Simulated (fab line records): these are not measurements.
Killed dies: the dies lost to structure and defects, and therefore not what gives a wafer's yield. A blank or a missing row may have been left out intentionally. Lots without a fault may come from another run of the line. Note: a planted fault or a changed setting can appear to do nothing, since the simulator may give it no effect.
fab line records ; flow n5-finfet
[record] lots = 11; wafers = 33; last-day = 18
route steps=1938 shown BEOL_M5@1169 PASSIVATION@1936
lots untouched by any fault: they come from a run of this same line in which no faults occurred
start-h: hours from the record's first day to the start of the lot's first wafer shown ; wait-h: how many hours have passed since the lot's step before this one ; " the same as in the row above ; L1.1+2: one row covering several wafers at once ; - no value, or no start given ; * or withheld: withheld ; < > ~ a bound
route shown NAME@n: a module of which the file shows steps, and the number in the route of the first ; usual: mean/standard deviation of fault-free wafers ; same: alike in all rows ; chamber/n: place in a boat ; sites: readings site by site ; _std_site: the values' standard deviation ; _edge_site: mean of outer sites minus mean of inner sites ; radius-mm: for every site, how far away it sits from the centre of the wafer ; mask NAME#n: copy n ; behind: the tool/chamber that last shaped the wafer ; hold: what put the lot on hold/how long, in hours/how the hold closed ; device: the n, p or np transistor that did not switch ; end of line: the same wafers' tests at the end of the route ; where a step has no rows: the recipe by itself ; killed: the dies lost at the first sort to structure and to defects; this is not the yield of the wafer ; map: the dies of a wafer, with x for killed, . for not killed, _ for no die there
set.NAME: the run value of the setting; set.NAME@STEP: its run value at that earlier step ; model.NAME: the simulator's own value behind a step, which no gauge read
route steps across a sampled set of lots; one table per step, one row per wafer
services: a tool's chamber out of use, with start hour (start-h, from the record's first day; less than 0 if before it), hours out, and reason
[[steps]]
[step N5_BEOL_M5_CURE_80]
[recipe] temp-c = 370; time-s = 120; ambient = DMADMS/He; material = SiCOH_lowk
[usual] lamp-power-pct = 52.32/0.052; wafer_temp_C_max = 371.9/0.84
lot.wafer;tool;chamber;start-h;wait-h;lamp-power-pct;wafer_temp_C_max
L883.1;uv-cure-02;1;191.36;0.5;52.33;371.6
L883.2;uv-cure-02;1;191.36;0.5;52.34;372.2
L883.5;uv-cure-02;1;191.36;0.5;52.39;371.8
L885.1;uv-cure-03;2;207.18;0.0;52.40;371.5
L885.3;uv-cure-03;2;207.18;0.0;52.29;371.4
L885.4;uv-cure-03;2;207.18;0.0;52.30;371.4
L888.1;uv-cure-03;0;229.28;0.0;52.33;372.1
L888.2;uv-cure-03;0;229.28;0.0;52.22;372.5
L888.4;uv-cure-03;0;229.28;0.0;52.37;372.5
L889.1;uv-cure-02;2;231.47;0.0;52.32;371.2
L889.3;uv-cure-02;2;231.47;0.0;52.33;371.3
L889.6;uv-cure-02;2;231.47;0.0;52.29;371.4
L890.1;uv-cure-02;1;240.29;0.0;52.34;372.1
L890.3;uv-cure-02;1;240.29;0.0;52.24;372.1
L890.5;uv-cure-02;1;240.29;0.0;52.37;371.8
L892.1;uv-cure-03;1;242.09;0.0;52.37;373.7
L892.3;uv-cure-03;1;242.09;0.0;52.36;373.5
L892.6;uv-cure-03;1;242.09;0.0;52.31;373.2
L899.2;uv-cure-02;0;286.29;0.1;52.29;370.9
L899.3;uv-cure-02;0;286.29;0.1;52.29;370.9
L899.6;uv-cure-02;0;286.29;0.1;52.29;371.2
L901.3;uv-cure-01;1;313.17;0.3;52.29;371.1
L901.5;uv-cure-01;1;313.17;0.3;52.38;371.4
L901.6;uv-cure-01;1;313.17;0.3;52.27;371.4
L903.2;uv-cure-03;1;318.40;0.1;52.36;372.8
L903.3;uv-cure-03;1;318.40;0.1;52.26;372.9
L903.5;uv-cure-03;1;318.40;0.1;52.36;373.8
L904.1;uv-cure-02;2;321.04;0.0;52.31;370.9
L904.2;uv-cure-02;2;321.04;0.0;52.36;370.9
L904.4;uv-cure-02;2;321.04;0.0;52.19;371.6
L905.1;uv-cure-02;2;341.87;0.0;52.37;371.2
L905.4;uv-cure-02;2;341.87;0.0;52.22;371.4
L905.6;uv-cure-02;2;341.87;0.0;52.28;371.4
[step N5_BEOL_M5_ANNEAL_89]
[recipe] temp-c = 400; time-s = 1800; ambient = vacuum
[usual] heater-power-w = 847/65; susceptor-temp-C = 399.99/0.23
lot.wafer;tool;chamber;start-h;wait-h;heater-power-w;susceptor-temp-C
L883.1;pvd-sputter-01;-;195.68;0.0;971;399.79
L883.2;pvd-sputter-01;-;195.68;0.0;824;399.61
L883.5;pvd-sputter-01;-;195.68;0.0;773;399.94
L885.1;pvd-sputter-02;-;211.76;0.0;763;400.19
L885.3;pvd-sputter-02;-;211.76;0.0;802;399.92
L885.4;pvd-sputter-02;-;211.76;0.0;920;400.13
L888.1;pvd-sputter-03;-;234.08;0.0;865;399.86
L888.2;pvd-sputter-03;-;234.08;0.0;841;399.83
L888.4;pvd-sputter-03;-;234.08;0.0;745;400.18
L889.1;pvd-sputter-02;-;237.77;0.0;782;399.80
L889.3;pvd-sputter-02;-;237.77;0.0;779;399.77
L889.6;pvd-sputter-02;-;237.77;0.0;900;400.11
L890.1;pvd-sputter-01;-;245.61;0.0;-;-
L890.3;pvd-sputter-01;-;245.61;0.0;-;-
L890.5;pvd-sputter-01;-;245.61;0.0;-;-
L892.1;pvd-sputter-02;-;246.99;0.0;-;-
L892.3;pvd-sputter-02;-;246.99;0.0;-;-
L892.6;pvd-sputter-02;-;246.99;0.0;-;-
L899.2;pvd-sputter-02;-;291.25;0.0;791;400.06
L899.3;pvd-sputter-02;-;291.25;0.0;883;400.25
L899.6;pvd-sputter-02;-;291.25;0.0;906;400.15
L901.3;pvd-sputter-01;-;319.46;0.0;856;400.50
L901.5;pvd-sputter-01;-;319.46;0.0;858;400.34
L901.6;pvd-sputter-01;-;319.46;0.0;912;400.13
L903.2;pvd-sputter-02;-;323.80;0.0;782;400.27
L903.3;pvd-sputter-02;-;323.80;0.0;766;399.74
L903.5;pvd-sputter-02;-;323.80;0.0;901;400.36
L904.1;pvd-sputter-01;-;325.55;0.0;942;400.02
L904.2;pvd-sputter-01;-;325.55;0.0;764;400.25
L904.4;pvd-sputter-01;-;325.55;0.0;907;400.07
L905.1;pvd-sputter-03;-;347.08;0.0;855;400.04
L905.4;pvd-sputter-03;-;347.08;0.0;875;400.37
L905.6;pvd-sputter-03;-;347.08;0.0;849;399.97
[step N5_BEOL_M5_CO_CAP_78]
[recipe] material = Co; target-thk-a = 20; temp-c = 200; precursor = CCTBA/H2; pressure-torr = 30; time-s = 102.1
[usual] heater-power-w = 252/30; susceptor-temp-C = 200.02/0.17
lot.wafer;tool;chamber;start-h;wait-h;heater-power-w;susceptor-temp-C
L883.1;cvd-co-02;2;197.69;0.0;246;200.23
L883.2;cvd-co-02;0;197.69;0.0;209;200.06
L883.5;cvd-co-02;0;197.69;0.0;207;200.10
L885.1;cvd-co-02;0;213.83;0.0;212;199.71
L885.3;cvd-co-02;1;213.83;0.0;290;199.80
L885.4;cvd-co-02;2;213.83;0.0;243;199.74
L888.1;cvd-co-02;1;236.24;0.0;296;199.96
L888.2;cvd-co-02;2;236.24;0.0;247;199.79
L888.4;cvd-co-02;2;236.24;0.0;246;200.01
L889.1;cvd-co-02;2;239.66;0.0;240;199.97
L889.3;cvd-co-02;1;239.66;0.0;307;199.97
L889.6;cvd-co-02;1;239.66;0.0;298;199.98
L890.1;cvd-co-02;2;247.51;0.0;246;199.87
L890.3;cvd-co-02;1;247.51;0.0;293;200.11
L890.5;cvd-co-02;2;247.51;0.0;237;199.69
L892.1;cvd-co-01;0;249.17;0.0;232;199.74
L892.3;cvd-co-01;2;249.17;0.0;249;199.73
L892.6;cvd-co-01;1;249.17;0.0;270;200.28
L899.2;cvd-co-01;0;294.13;0.0;223;200.19
L899.3;cvd-co-01;2;294.13;0.0;252;200.07
L899.6;cvd-co-01;2;294.13;0.0;252;199.91
L901.3;cvd-co-01;2;321.42;0.0;251;199.85
L901.5;cvd-co-01;0;321.42;0.0;229;200.20
L901.6;cvd-co-01;1;321.42;0.0;271;200.20
L903.2;cvd-co-01;0;325.68;0.0;232;199.53
L903.3;cvd-co-01;1;325.68;0.0;283;200.08
L903.5;cvd-co-01;1;325.68;0.0;274;200.25
L904.1;cvd-co-02;0;327.43;0.0;209;200.10
L904.2;cvd-co-02;2;327.43;0.0;251;199.96
L904.4;cvd-co-02;0;327.43;0.0;212;200.09
L905.1;cvd-co-01;2;349.38;0.0;257;200.10
L905.4;cvd-co-01;2;349.38;0.0;250;200.20
L905.6;cvd-co-01;1;349.38;0.0;281;200.24
[step N5_BEOL_M5_DEP_56]
[recipe] material = SiCN; target-thk-a = 80; temp-c = withheld; precursor = 3MS/NH3; pressure-torr = 3; rf-w = 202; time-s = 14
[usual] showerhead-plenum-p-Torr = 3.660/0.019; throttle-valve-pct = 8.9/0.37
lot.wafer;tool;chamber;start-h;wait-h;showerhead-plenum-p-Torr;throttle-valve-pct
L883.1;pecvd-03;0;197.80;0.0;3.665;8.6
L883.2;pecvd-03;1;197.80;0.0;3.688;8.7
L883.5;pecvd-03;1;197.80;0.0;3.693;8.9
L885.1;pecvd-02;1;213.95;0.0;3.668;9.1
L885.3;pecvd-02;0;213.95;0.0;3.671;9.1
L885.4;pecvd-02;0;213.95;0.0;3.666;9.2
L888.1;pecvd-02;1;236.36;0.0;3.665;9.3
L888.2;pecvd-02;2;236.36;0.0;3.632;9.1
L888.4;pecvd-02;0;236.36;0.0;3.667;9.1
L889.1;pecvd-03;1;239.78;0.0;3.695;8.6
L889.3;pecvd-03;2;239.78;0.0;3.640;8.4
L889.6;pecvd-03;0;239.78;0.0;3.655;8.7
L890.1;pecvd-02;2;247.66;0.0;3.639;9.2
L890.3;pecvd-02;0;247.66;0.0;3.670;8.9
L890.5;pecvd-02;0;247.66;0.0;3.673;9.0
L892.1;pecvd-03;1;249.29;0.0;3.686;8.9
L892.3;pecvd-03;0;249.29;0.0;3.659;8.9
L892.6;pecvd-03;0;249.29;0.0;3.649;8.8
L899.2;pecvd-02;2;294.24;0.0;3.654;9.1
L899.3;pecvd-02;0;294.24;0.0;3.667;8.9
L899.6;pecvd-02;2;294.24;0.0;3.644;9.2
L901.3;pecvd-04;1;321.54;0.0;3.640;8.9
L901.5;pecvd-04;2;321.54;0.0;3.679;8.4
L901.6;pecvd-04;0;321.54;0.0;3.638;9.3
L903.2;pecvd-02;0;325.79;0.0;3.666;9.2
L903.3;pecvd-02;1;325.79;0.0;3.669;9.3
L903.5;pecvd-02;0;325.79;0.0;3.666;9.2
L904.1;pecvd-02;0;327.54;0.0;3.659;9.1
L904.2;pecvd-02;1;327.54;0.0;3.661;9.6
L904.4;pecvd-02;1;327.54;0.0;3.668;9.5
L905.1;pecvd-04;0;349.50;0.0;3.641;9.4
L905.4;pecvd-04;1;349.50;0.0;3.641;8.8
L905.6;pecvd-04;2;349.50;0.0;3.672;8.0
[step N5_PASSIVATION_PROBE_49]
[usual] defect-limited-yield = 91.1/1.5; killed_at_M0_to_M3 = 35/9.5; killed_at_M4_up = 13/5.2; killed-at-contacts = 12/6.1; killed-at-front-end = 41/14; killed-at-other = 3.8/2.9; killed-dies = 105/17; killed-on-rim = 13/4.1; killed-open = 70/13; killed-short = 33/8.4; sort_bin_5_function = 5.1/0.97; sort_bin_6_memory = 3.4/0.69; sort_bin_8_speed = 0.00/0.007; sort-n-pass = 1075/17; sort-yield-pct = 91.1/1.5
[same] gross-dies = 1180; killed-at-back-side = 0; sort_bin_4_leakage[%] = 0
lot.wafer;tool;chamber;start-h;wait-h;defect-limited-yield[%];killed_at_M0_to_M3;killed_at_M4_up;killed-at-contacts;killed-at-front-end;killed-at-other;killed-dies;killed-on-rim;killed-open;killed-short;sort_bin_5_function[%];sort_bin_6_memory[%];sort_bin_8_speed[%];sort-n-pass;sort-yield-pct[%]
L883.1;prober-01;-;292.76;0.0;90.1;65;16;7;24;5;117;21;73;44;6.4;3.1;0;1063;90.1
L883.2;prober-01;-;292.81;0.1;91.0;57;15;6;24;4;106;14;68;38;5.3;3.1;0;1074;91.0
L883.5;prober-01;-;292.96;0.2;90.7;47;9;8;39;7;110;14;82;28;4.6;4.6;0;1070;90.7
L885.1;prober-01;-;302.81;0.3;89.3;51;17;10;45;3;126;15;96;30;6.3;4.1;0;1054;89.3
L885.3;prober-01;-;302.91;0.4;90.3;54;14;6;37;3;114;12;75;36;5.7;3.7;0;1066;90.3
L885.4;prober-01;-;302.96;0.5;89.7;28;12;17;61;3;121;21;81;40;5.4;4.5;0;1059;89.7
L889.1;prober-01;-;332.17;0.0;91.5;42;10;10;30;8;100;13;67;31;4.4;3.6;0;1080;91.5
L889.3;prober-01;-;332.27;0.1;93.6;29;15;9;19;3;75;9;58;17;3.3;3.1;0;1105;93.6
L889.6;prober-01;-;332.42;0.3;92.9;47;11;4;15;7;84;8;51;31;4.6;2.1;0;1096;92.9
L888.1;prober-01;-;333.51;0.0;90.4;50;11;10;42;0;113;13;82;31;5.8;3.6;0;1067;90.4
L888.2;prober-01;-;333.56;0.1;90.8;29;16;24;38;1;108;10;76;32;5.0;3.9;0;1072;90.8
L888.4;prober-01;-;333.66;0.2;91.6;26;13;14;45;1;99;12;66;33;5.5;2.7;0;1081;91.6
L892.1;prober-02;-;337.64;0.0;91.7;31;7;10;46;4;98;9;64;34;4.8;3.1;0;1082;91.7
L892.3;prober-02;-;337.74;0.1;91.4;56;7;7;31;1;102;8;69;33;4.3;3.6;0;1078;91.4
L892.6;prober-02;-;337.89;0.3;93.2;35;10;7;27;1;80;12;58;21;4.2;2.2;0;1100;93.2
L890.1;prober-01;-;344.57;0.0;89.6;32;22;16;52;1;123;21;84;34;5.5;4.7;0;1057;89.6
L890.3;prober-01;-;344.67;0.1;90.9;32;17;14;41;3;107;13;71;30;4.9;3.6;0;1073;90.9
L890.5;prober-01;-;344.77;0.2;89.2;37;15;18;53;5;128;11;94;34;6.7;4.1;0;1052;89.2
L899.2;prober-02;-;385.26;0.1;91.4;32;12;19;36;2;101;13;58;36;5.3;3.1;0;1079;91.4
L899.3;prober-02;-;385.31;0.1;89.7;57;8;14;40;2;121;18;71;47;6.0;3.7;0;1059;89.7
L899.6;prober-02;-;385.46;0.3;88.3;42;11;43;38;4;138;26;86;52;6.2;4.9;0;1042;88.3
L901.3;prober-02;-;411.70;0.1;88.2;39;20;18;60;2;139;14;91;41;6.8;4.2;0;1041;88.2
L901.5;prober-02;-;411.80;0.2;92.5;26;11;11;38;3;89;10;56;27;4.1;3.1;0;1091;92.5
L901.6;prober-02;-;411.85;0.3;88.4;30;22;25;59;1;137;18;94;38;6.6;4.7;0;1043;88.4
L903.2;prober-01;-;416.84;0.1;93.1;46;12;6;13;5;82;9;66;15;4.7;2.1;0;1098;93.1
L903.3;prober-01;-;416.89;0.1;92.1;34;11;8;33;7;93;7;55;38;3.8;3.6;0;1087;92.1
L903.5;prober-01;-;416.99;0.2;92.7;32;7;11;25;11;86;13;53;30;4.3;2.7;0;1094;92.7
L904.1;prober-02;-;425.77;0.0;90.6;32;11;8;52;8;111;9;76;35;5.8;3.5;0;1069;90.6
L904.2;prober-02;-;425.82;0.1;91.0;32;13;19;39;3;106;12;71;32;4.7;3.9;0.08;1074;91.0
L904.4;prober-02;-;425.92;0.2;90.9;33;11;17;42;4;107;14;67;38;5.3;3.6;0;1073;90.9
L905.1;prober-02;-;443.34;0.0;89.3;36;24;19;47;0;126;14;83;43;6.7;3.6;0;1054;89.3
L905.4;prober-02;-;443.49;0.2;87.9;38;8;10;86;1;143;26;86;57;8.0;3.6;0;1037;87.9
L905.6;prober-02;-;443.59;0.3;90.1;29;9;9;66;4;117;17;79;38;5.5;3.7;0;1063;90.1
// killed by level:class
L883.1 BEOL_M0_SAQP:geometric-particle:open=18 BEOL_M0_SAQP:geometric-particle:short=16 BEOL_M2:geometric-particle:open=9 FIN_SAQP:geometric-particle:open=8 BEOL_M1:geometric-particle:open=7 BEOL_M4:geometric-particle:open=7 MOL_CONTACT_COAG:geometric-particle:open=4 BEOL_M3:geometric-particle:open=4
L883.2 BEOL_M0_SAQP:geometric-particle:short=14 BEOL_M0_SAQP:geometric-particle:open=11 BEOL_M2:geometric-particle:open=8 BEOL_M4:geometric-particle:open=8 BEOL_M3:geometric-particle:open=7 FIN_SAQP:geometric-particle:short=6 MOL_CONTACT_COAG:geometric-particle:open=6 STI_FIN_REVEAL:geometric-particle:open=5
L883.5 BEOL_M0_SAQP:geometric-particle:open=13 BEOL_M3:geometric-particle:open=10 FIN_SAQP:geometric-particle:open=9 MOL_CONTACT_COAG:geometric-particle:open=8 BEOL_M1:geometric-particle:open=8 BEOL_M0_SAQP:geometric-particle:short=7 DUMMY_GATE:geometric-particle:open=6 FIN_SAQP:geometric-particle:short=5
L885.1 FIN_SAQP:geometric-particle:open=14 BEOL_M4:geometric-particle:open=13 DUMMY_GATE:geometric-particle:open=11 BEOL_M3:geometric-particle:open=10 MOL_CONTACT_COAG:geometric-particle:open=8 BEOL_M2:geometric-particle:open=8 STI_FIN_REVEAL:geometric-particle:open=7 BEOL_M0_SAQP:geometric-particle:open=6
L885.3 BEOL_M1:geometric-particle:open=17 BEOL_M0_SAQP:geometric-particle:short=9 BEOL_M0_SAQP:geometric-particle:open=9 DUMMY_GATE:geometric-particle:open=8 BEOL_M2:geometric-particle:open=7 FIN_SAQP:geometric-particle:open=6 BEOL_M4:geometric-particle:open=5 FIN_SAQP:geometric-particle:short=4
L885.4 DUMMY_GATE:geometric-particle:open=19 STI_FIN_REVEAL:geometric-particle:open=12 MOL_CONTACT_COAG:geometric-particle:open=11 FIN_SAQP:geometric-particle:open=10 BEOL_M0_SAQP:geometric-particle:open=10 BEOL_M0_SAQP:geometric-particle:short=7 MOL_CONTACT_COAG:geometric-particle:short=6 BEOL_M4:geometric-particle:open=6
L889.1 BEOL_M0_SAQP:geometric-particle:short=14 BEOL_M0_SAQP:geometric-particle:open=11 MOL_CONTACT_COAG:geometric-particle:open=10 BEOL_M1:geometric-particle:open=8 STI_FIN_REVEAL:geometric-particle:open=7 DUMMY_GATE:geometric-particle:open=6 GATE_CUT:geometric-particle:short=5 BEOL_M5:geometric-particle:open=5
L889.3 BEOL_M0_SAQP:geometric-particle:open=11 MOL_CONTACT_COAG:geometric-particle:open=9 BEOL_M0_SAQP:geometric-particle:short=7 BEOL_M2:geometric-particle:open=7 FIN_SAQP:geometric-particle:open=5 BEOL_M4:geometric-particle:open=5 BEOL_M3:geometric-particle:open=4 BEOL_M6:geometric-particle:open=4
L889.6 BEOL_M0_SAQP:geometric-particle:open=17 BEOL_M0_SAQP:geometric-particle:short=14 STI_FIN_REVEAL:geometric-particle:open=5 BEOL_M2:geometric-particle:open=5 BEOL_M5:geometric-particle:open=5 MOL_CONTACT_COAG:geometric-particle:open=3 BEOL_M3:geometric-particle:short=3 FIN_SAQP:geometric-particle:open=2
L888.1 BEOL_M1:geometric-particle:open=18 STI_FIN_REVEAL:geometric-particle:open=13 BEOL_M2:geometric-particle:open=13 FIN_SAQP:geometric-particle:open=9 MOL_CONTACT_COAG:geometric-particle:open=8 BEOL_M0_SAQP:geometric-particle:open=5 FIN_SAQP:geometric-particle:short=4 BEOL_M1:geometric-particle:short=4
L888.2 MOL_CONTACT_COAG:geometric-particle:open=18 GATE_CUT:geometric-particle:short=9 BEOL_M2:geometric-particle:open=9 BEOL_M5:geometric-particle:open=8 FIN_SAQP:geometric-particle:short=6 MOL_CONTACT_COAG:geometric-particle:short=6 STI_FIN_REVEAL:geometric-particle:open=5 BEOL_M1:geometric-particle:open=5
L888.4 STI_FIN_REVEAL:geometric-particle:open=12 MOL_CONTACT_COAG:geometric-particle:open=12 FIN_SAQP:geometric-particle:open=8 FIN_SAQP:geometric-particle:short=5 BEOL_M2:geometric-particle:open=5 BEOL_M4:geometric-particle:open=5 BEOL_M1:geometric-particle:open=4 GATE_CUT:geometric-particle:short=4
L892.1 FIN_SAQP:geometric-particle:short=12 FIN_SAQP:geometric-particle:open=10 BEOL_M3:geometric-particle:open=9 STI_FIN_REVEAL:geometric-particle:open=6 BEOL_M1:geometric-particle:open=6 MOL_CONTACT_COAG:geometric-particle:open=5 MOL_CONTACT_COAG:geometric-particle:short=5 BEOL_M2:geometric-particle:open=5
L892.3 BEOL_M0_SAQP:geometric-particle:open=13 BEOL_M2:geometric-particle:open=13 BEOL_M0_SAQP:geometric-particle:short=10 STI_FIN_REVEAL:geometric-particle:open=8 MOL_CONTACT_COAG:geometric-particle:open=7 FIN_SAQP:geometric-particle:short=5 STI_FIN_REVEAL:geometric-particle:short=5 BEOL_M0:geometric-particle:open=5
L892.6 BEOL_M2:geometric-particle:open=14 STI_FIN_REVEAL:geometric-particle:open=9 BEOL_M0_SAQP:geometric-particle:open=7 MOL_CONTACT_COAG:geometric-particle:open=7 FIN_SAQP:geometric-particle:short=4 BEOL_M0:geometric-particle:short=4 FIN_SAQP:geometric-particle:open=3 DUMMY_GATE:geometric-particle:open=3
L890.1 STI_FIN_REVEAL:geometric-particle:open=18 FIN_SAQP:geometric-particle:open=12 BEOL_M2:geometric-particle:open=12 FIN_SAQP:geometric-particle:short=11 MOL_CONTACT_COAG:geometric-particle:open=11 BEOL_M1:geometric-particle:open=6 MOL_CONTACT_COAG:geometric-particle:short=5 BEOL_M4:geometric-particle:open=4
L890.3 MOL_CONTACT_COAG:geometric-particle:open=11 STI_FIN_REVEAL:geometric-particle:open=9 BEOL_M2:geometric-particle:open=7 FIN_SAQP:geometric-particle:short=6 FIN_SAQP:geometric-particle:open=6 DUMMY_GATE:geometric-particle:open=6 BEOL_M1:geometric-particle:open=5 GATE_CUT:geometric-particle:short=4
L890.5 STI_FIN_REVEAL:geometric-particle:open=25 MOL_CONTACT_COAG:geometric-particle:open=17 BEOL_M1:geometric-particle:open=9 BEOL_M4:geometric-particle:open=9 STI_FIN_REVEAL:geometric-particle:short=7 BEOL_M0_SAQP:geometric-particle:short=7 BEOL_M2:geometric-particle:open=7 GATE_CUT:geometric-particle:short=5
L899.2 MOL_CONTACT_COAG:geometric-particle:open=14 FIN_SAQP:geometric-particle:short=11 BEOL_M1:geometric-particle:open=7 FIN_SAQP:geometric-particle:open=5 BEOL_M3:geometric-particle:open=5 DUMMY_GATE:geometric-particle:open=4 BEOL_M0_SAQP:geometric-particle:open=4 BEOL_M2:geometric-particle:open=4
L899.3 BEOL_M0_SAQP:geometric-particle:open=15 BEOL_M0_SAQP:geometric-particle:short=10 BEOL_M1:geometric-particle:open=10 FIN_SAQP:geometric-particle:short=9 MOL_CONTACT_COAG:geometric-particle:open=8 GATE_CUT:geometric-particle:short=7 BEOL_M2:geometric-particle:open=7 FIN_SAQP:geometric-particle:open=6
L899.6 MOL_CONTACT_COAG:geometric-particle:open=33 BEOL_M0_SAQP:geometric-particle:open=10 MOL_CONTACT_COAG:geometric-particle:short=10 BEOL_M3:geometric-particle:open=10 GATE_CUT:geometric-particle:short=8 FIN_SAQP:geometric-particle:short=6 STI_FIN_REVEAL:geometric-particle:open=6 BEOL_M0_SAQP:geometric-particle:short=6
L901.3 MOL_CONTACT_COAG:geometric-particle:open=14 FIN_SAQP:geometric-particle:open=12 STI_FIN_REVEAL:geometric-particle:open=12 FIN_SAQP:geometric-particle:short=9 BEOL_M2:geometric-particle:open=8 BEOL_M4:geometric-particle:open=7 BEOL_M1:geometric-particle:open=7 BEOL_M3:geometric-particle:open=7
L901.5 MOL_CONTACT_COAG:geometric-particle:open=8 BEOL_M3:geometric-particle:open=8 STI_FIN_REVEAL:geometric-particle:open=6 FIN_SAQP:geometric-particle:open=5 GATE_CUT:geometric-particle:short=5 FIN_SAQP:geometric-particle:short=4 BEOL_M0_SAQP:geometric-particle:open=4 BEOL_M6:geometric-particle:open=4
L901.6 MOL_CONTACT_COAG:geometric-particle:open=23 FIN_SAQP:geometric-particle:open=16 FIN_SAQP:geometric-particle:short=13 BEOL_M0_SAQP:geometric-particle:open=10 BEOL_M0_SAQP:geometric-particle:short=7 BEOL_M4:geometric-particle:open=6 BEOL_M5:geometric-particle:open=6 STARTING-WAFER:geometric-particle:open=5
L903.2 BEOL_M3:geometric-particle:open=15 BEOL_M1:geometric-particle:open=14 BEOL_M0_SAQP:geometric-particle:open=8 BEOL_M2:geometric-particle:open=4 BEOL_M8:geometric-particle:open=4 STARTING-WAFER:geometric-particle:open=4 DUMMY_GATE:geometric-particle:open=3 MOL_CONTACT_COAG:geometric-particle:open=3
L903.3 FIN_SAQP:geometric-particle:short=8 BEOL_M0_SAQP:geometric-particle:open=8 BEOL_M0_SAQP:geometric-particle:short=8 FIN_SAQP:geometric-particle:open=6 MOL_CONTACT_COAG:geometric-particle:open=6 BEOL_M4:geometric-particle:open=5 SDB:geometric-particle:open=4 BEOL_M2:geometric-particle:short=4
L903.5 MOL_CONTACT_COAG:geometric-particle:open=9 DUMMY_GATE:geometric-particle:open=8 BEOL_M1:geometric-particle:open=6 STI_FIN_REVEAL:geometric-particle:open=5 BEOL_M0_SAQP:geometric-particle:open=5 BEOL_M0:geometric-particle:short=4 BEOL_M1:geometric-particle:short=4 MIM_BOT:geometric-particle:open=3
L904.1 BEOL_M3:geometric-particle:open=16 FIN_SAQP:geometric-particle:open=15 FIN_SAQP:geometric-particle:short=8 STI_FIN_REVEAL:geometric-particle:open=7 DUMMY_GATE:geometric-particle:open=7 BEOL_M0_SAQP:geometric-particle:open=7 STARTING-WAFER:geometric-particle:short=5 MOL_CONTACT_COAG:geometric-particle:open=5
L904.2 MOL_CONTACT_COAG:geometric-particle:open=17 BEOL_M3:geometric-particle:open=10 BEOL_M2:geometric-particle:open=9 STI_FIN_REVEAL:geometric-particle:open=7 FIN_SAQP:geometric-particle:open=5 FIN_SAQP:geometric-particle:short=5 STARTING-WAFER:geometric-particle:short=5 BEOL_M0_SAQP:geometric-particle:short=4
L904.4 MOL_CONTACT_COAG:geometric-particle:open=15 FIN_SAQP:geometric-particle:short=11 BEOL_M0_SAQP:geometric-particle:short=11 BEOL_M2:geometric-particle:open=7 FIN_SAQP:geometric-particle:open=5 STI_FIN_REVEAL:geometric-particle:open=5 BEOL_M0:geometric-particle:open=5 DUMMY_GATE:geometric-particle:open=5
L905.1 MOL_CONTACT_COAG:geometric-particle:open=17 FIN_SAQP:geometric-particle:open=11 BEOL_M2:geometric-particle:open=10 FIN_SAQP:geometric-particle:short=9 BEOL_M0_SAQP:geometric-particle:short=6 BEOL_M4:geometric-particle:open=6 BEOL_M0_SAQP:geometric-particle:open=6 BEOL_M5:geometric-particle:open=6
L905.4 FIN_SAQP:geometric-particle:short=23 STI_FIN_REVEAL:geometric-particle:open=19 FIN_SAQP:geometric-particle:open=12 BEOL_M2:geometric-particle:open=12 GATE_CUT:geometric-particle:short=11 MOL_CONTACT_COAG:geometric-particle:open=10 BEOL_M0_SAQP:geometric-particle:short=9 DUMMY_GATE:geometric-particle:open=8
L905.6 STI_FIN_REVEAL:geometric-particle:open=28 FIN_SAQP:geometric-particle:short=12 BEOL_M3:geometric-particle:open=10 MOL_CONTACT_COAG:geometric-particle:open=7 DUMMY_GATE:geometric-particle:open=5 BEOL_M0_SAQP:geometric-particle:short=5 BEOL_M0_SAQP:geometric-particle:open=4 STARTING-WAFER:geometric-particle:short=4
[[services]]
tool;chamber;start-h;hours;kind
cvd-co-01;2;172.74;5.5;repair
pecvd-02;2;182.34;5.5;scheduled-down
pecvd-02;0;184.49;4.6;repair
uv-cure-03;-;197.38;7.5;repair
pecvd-03;2;202.38;-;clean
pecvd-03;2;202.38;-;consumable-replace:showerhead
pecvd-03;2;202.38;29.0;scheduled-down
uv-cure-01;-;205.80;1.4;repair
pecvd-03;1;212.15;14.9;repair
cvd-co-01;-;219.86;6.0;pm
uv-cure-03;-;223.88;1.0;pm
pvd-sputter-03;-;229.48;0.6;repair
uv-cure-01;-;232.42;2.1;pm
cvd-co-02;0;246.03;8.4;repair
uv-cure-03;-;259.79;2.1;pm
cvd-co-02;-;264.13;0.7;repair
uv-cure-02;-;304.13;7.5;pm
uv-cure-03;-;306.34;6.0;pm
pecvd-04;0;327.13;2.1;repair
cvd-co-02;1;333.44;-;clean
cvd-co-02;1;333.44;22.0;scheduled-down
cvd-co-02;1;333.44;22.0;vent-cycle
pecvd-02;1;337.43;2.1;scheduled-down
pvd-sputter-01;-;343.75;1.0;repair
[[key]]
[first-sign] step = N5_BEOL_M5_ANNEAL_89; reading = tool-record; direction = missing
effect none on later readings
met-at N5_BEOL_M5_ANNEAL_89
struck-lots L890,L892
not-acting-at N5_BEOL_M5_CURE_80,N5_BEOL_M5_CO_CAP_78,N5_BEOL_M5_DEP_56
onset-between 237.77 245.61
[fault] kind = skipped-step-whole; tool = pvd-sputter-01,pvd-sputter-02; chamber = -; onset-h = 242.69; steps = N5_BEOL_M5_ANNEAL_89; scope = struck-lots-only
